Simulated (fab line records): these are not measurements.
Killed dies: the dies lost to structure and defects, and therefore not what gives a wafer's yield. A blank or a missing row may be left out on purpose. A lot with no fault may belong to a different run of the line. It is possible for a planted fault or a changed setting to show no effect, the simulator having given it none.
Lot-split experiment || flow n5_finfet || 39 wafers read across 7 lots, on a route 1938 steps long

SPLIT DETAILS
At N5_DUMMY_GATE_ETCH_37 (etches SOC in N2/H2, target depth 60 nm, overetch 30 nm), the setting source_w was moved away from the recipe's 840 W on 15 of the 39 wafers read, by -12.5% to +16.0%. The other wafers ran this setting at the recipe's value.

The reading comes from the split's own step.

THE READING
rf_vpp_V, in V, at N5_DUMMY_GATE_ETCH_37 (etches SOC in N2/H2, target depth 60 nm, overetch 30 nm). A value of 523.7 V with a standard deviation of 3 V is what fault-free wafers of this fab line usually give.

{"wafer": "L076.1", "tool, chamber at the split": "rie_diel-04, 3", "source_w as run, W": 735, "against the recipe": "-12.5%", "rf_vpp_V, V": 545.6, "against lot-mates on the recipe": "+24.7"}
{"wafer": "L076.2", "tool, chamber at the split": "rie_diel-04, 2", "source_w as run, W": 735, "against the recipe": "-12.5%", "rf_vpp_V, V": 553.0, "against lot-mates on the recipe": "+32.1"}
{"wafer": "L076.3", "tool, chamber at the split": "rie_diel-04, 0", "source_w as run, W": 840, "against the recipe": "recipe", "rf_vpp_V, V": 520.0, "against lot-mates on the recipe": "-"}
{"wafer": "L076.4", "tool, chamber at the split": "rie_diel-04, 1", "source_w as run, W": 840, "against the recipe": "recipe", "rf_vpp_V, V": 522.8, "against lot-mates on the recipe": "-"}
{"wafer": "L076.5", "tool, chamber at the split": "rie_diel-04, 1", "source_w as run, W": 735, "against the recipe": "-12.5%", "rf_vpp_V, V": 546.2, "against lot-mates on the recipe": "+25.3"}
{"wafer": "L076.6", "tool, chamber at the split": "rie_diel-04, 0", "source_w as run, W": 840, "against the recipe": "recipe", "rf_vpp_V, V": 519.8, "against lot-mates on the recipe": "-"}
{"wafer": "L077.1", "tool, chamber at the split": "rie_diel-02, 1", "source_w as run, W": 840, "against the recipe": "recipe", "rf_vpp_V, V": 523.2, "against lot-mates on the recipe": "-"}
{"wafer": "L077.2", "tool, chamber at the split": "rie_diel-02, 3", "source_w as run, W": 767.8, "against the recipe": "-8.6%", "rf_vpp_V, V": 538.6, "against lot-mates on the recipe": "+15.6"}
{"wafer": "L077.3", "tool, chamber at the split": "rie_diel-02, 2", "source_w as run, W": 767.8, "against the recipe": "-8.6%", "rf_vpp_V, V": 544.4, "against lot-mates on the recipe": "+21.4"}
{"wafer": "L077.4", "tool, chamber at the split": "rie_diel-02, 0", "source_w as run, W": 840, "against the recipe": "recipe", "rf_vpp_V, V": 522.9, "against lot-mates on the recipe": "-"}
{"wafer": "L077.5", "tool, chamber at the split": "rie_diel-02, 0", "source_w as run, W": 840, "against the recipe": "recipe", "rf_vpp_V, V": 522.9, "against lot-mates on the recipe": "-"}
{"wafer": "L077.6", "tool, chamber at the split": "rie_diel-02, 1", "source_w as run, W": 767.8, "against the recipe": "-8.6%", "rf_vpp_V, V": 539.9, "against lot-mates on the recipe": "+16.9"}
{"wafer": "L078.1", "tool, chamber at the split": "rie_diel-05, 1", "source_w as run, W": 840, "against the recipe": "recipe", "rf_vpp_V, V": 524.5, "against lot-mates on the recipe": "-"}
{"wafer": "L078.2", "tool, chamber at the split": "rie_diel-05, 3", "source_w as run, W": 840, "against the recipe": "recipe", "rf_vpp_V, V": 528.3, "against lot-mates on the recipe": "-"}
{"wafer": "L078.3", "tool, chamber at the split": "rie_diel-05, 2", "source_w as run, W": 974.1, "against the recipe": "+16.0%", "rf_vpp_V, V": 495.7, "against lot-mates on the recipe": -28.6}
{"wafer": "L078.4", "tool, chamber at the split": "rie_diel-05, 0", "source_w as run, W": 840, "against the recipe": "recipe", "rf_vpp_V, V": 520.1, "against lot-mates on the recipe": "-"}
{"wafer": "L078.5", "tool, chamber at the split": "rie_diel-05, 1", "source_w as run, W": 974.1, "against the recipe": "+16.0%", "rf_vpp_V, V": 498.1, "against lot-mates on the recipe": -26.2}
{"wafer": "L078.6", "tool, chamber at the split": "rie_diel-05, 2", "source_w as run, W": 974.1, "against the recipe": "+16.0%", "rf_vpp_V, V": 496.7, "against lot-mates on the recipe": -27.6}
{"wafer": "L080.1", "tool, chamber at the split": "rie_diel-02, 2", "source_w as run, W": 840, "against the recipe": "recipe", "rf_vpp_V, V": 527.7, "against lot-mates on the recipe": "-"}
{"wafer": "L080.4", "tool, chamber at the split": "rie_diel-02, 1", "source_w as run, W": 840, "against the recipe": "recipe", "rf_vpp_V, V": 522.5, "against lot-mates on the recipe": "-"}
{"wafer": "L080.5", "tool, chamber at the split": "rie_diel-02, 2", "source_w as run, W": 840, "against the recipe": "recipe", "rf_vpp_V, V": 529.0, "against lot-mates on the recipe": "-"}
{"wafer": "L084.1", "tool, chamber at the split": "rie_diel-05, 1", "source_w as run, W": 840, "against the recipe": "recipe", "rf_vpp_V, V": 522.6, "against lot-mates on the recipe": "-"}
{"wafer": "L084.2", "tool, chamber at the split": "rie_diel-05, 2", "source_w as run, W": 840, "against the recipe": "recipe", "rf_vpp_V, V": 522.4, "against lot-mates on the recipe": "-"}
{"wafer": "L084.3", "tool, chamber at the split": "rie_diel-05, 0", "source_w as run, W": 840, "against the recipe": "recipe", "rf_vpp_V, V": 520.1, "against lot-mates on the recipe": "-"}
{"wafer": "L084.4", "tool, chamber at the split": "rie_diel-05, 3", "source_w as run, W": 840, "against the recipe": "recipe", "rf_vpp_V, V": 529.6, "against lot-mates on the recipe": "-"}
{"wafer": "L084.5", "tool, chamber at the split": "rie_diel-05, 0", "source_w as run, W": 840, "against the recipe": "recipe", "rf_vpp_V, V": 519.4, "against lot-mates on the recipe": "-"}
{"wafer": "L084.6", "tool, chamber at the split": "rie_diel-05, 3", "source_w as run, W": 840, "against the recipe": "recipe", "rf_vpp_V, V": 527.4, "against lot-mates on the recipe": "-"}
{"wafer": "L085.1", "tool, chamber at the split": "rie_diel-05, 3", "source_w as run, W": 840, "against the recipe": "recipe", "rf_vpp_V, V": 528.3, "against lot-mates on the recipe": "-"}
{"wafer": "L085.2", "tool, chamber at the split": "rie_diel-05, 2", "source_w as run, W": 840, "against the recipe": "recipe", "rf_vpp_V, V": 522.3, "against lot-mates on the recipe": "-"}
{"wafer": "L085.3", "tool, chamber at the split": "rie_diel-05, 1", "source_w as run, W": 840, "against the recipe": "recipe", "rf_vpp_V, V": 523.7, "against lot-mates on the recipe": "-"}
{"wafer": "L085.4", "tool, chamber at the split": "rie_diel-05, 0", "source_w as run, W": 895.1, "against the recipe": "+6.6%", "rf_vpp_V, V": 509.5, "against lot-mates on the recipe": -15.3}
{"wafer": "L085.5", "tool, chamber at the split": "rie_diel-05, 3", "source_w as run, W": 895.1, "against the recipe": "+6.6%", "rf_vpp_V, V": 516.2, "against lot-mates on the recipe": -8.6}
{"wafer": "L085.6", "tool, chamber at the split": "rie_diel-05, 2", "source_w as run, W": 895.1, "against the recipe": "+6.6%", "rf_vpp_V, V": 510.6, "against lot-mates on the recipe": -14.2}
{"wafer": "L086.1", "tool, chamber at the split": "rie_diel-04, 2", "source_w as run, W": 935.2, "against the recipe": "+11.3%", "rf_vpp_V, V": 509.0, "against lot-mates on the recipe": -12.0}
{"wafer": "L086.2", "tool, chamber at the split": "rie_diel-04, 0", "source_w as run, W": 935.2, "against the recipe": "+11.3%", "rf_vpp_V, V": 500.9, "against lot-mates on the recipe": -20.1}
{"wafer": "L086.3", "tool, chamber at the split": "rie_diel-04, 3", "source_w as run, W": 935.2, "against the recipe": "+11.3%", "rf_vpp_V, V": 502.5, "against lot-mates on the recipe": -18.5}
{"wafer": "L086.4", "tool, chamber at the split": "rie_diel-04, 1", "source_w as run, W": 840, "against the recipe": "recipe", "rf_vpp_V, V": 522.7, "against lot-mates on the recipe": "-"}
{"wafer": "L086.5", "tool, chamber at the split": "rie_diel-04, 1", "source_w as run, W": 840, "against the recipe": "recipe", "rf_vpp_V, V": 522.6, "against lot-mates on the recipe": "-"}
{"wafer": "L086.6", "tool, chamber at the split": "rie_diel-04, 0", "source_w as run, W": 840, "against the recipe": "recipe", "rf_vpp_V, V": 517.8, "against lot-mates on the recipe": "-"}

THE FIT
A straight line over all 39 wafers: rf_vpp_V changes by -1.81 V for each +1% of source_w; r = -0.97; the points scatter about the line by 3.3 V.
The same after taking each lot's own level away (the mean of its wafers on the recipe; 39 wafers): -1.86 V for each +1%; r = -0.97; scatter 3.3 V.
According to that fit, moving source_w by its largest amount changes the reading by 30 V.
The span of the lots' own levels, 520.87 to 526.40 V, comes to 1.8 times the standard deviation stated above.
The two slopes agree, so the slope changes little with the lot-to-lot level.
Check: for one of the wafers moved furthest among these (+16.0%), held out of the fit, the line's prediction against its lot-mates is -28.8 V. Against them it came out at -28.6 V.
Tool readings at the split's step, against how far the setting was moved: rf_vpp_V r = -0.97.

OTHER SPLITS APPLIED TO THESE WAFERS
These wafers also went through other splits before the reading. Each is held against what the fit with the lots' levels taken away leaves over:
{"other split on the same wafers": "N5_FIN_SAQP_ALD_61 ald_cycles", "wafers away from the commonest value": 12, "r with rf_vpp_V (lot level and that fit taken away)": "+0.11"}
{"other split on the same wafers": "N5_DUMMY_GATE_EXPOSE_12 dose_mj", "wafers away from the commonest value": 15, "r with rf_vpp_V (lot level and that fit taken away)": -0.11}

FILE'S OWN FIT
rf_vpp_V changes by -1.84 V for each +1% of source_w, r = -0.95.
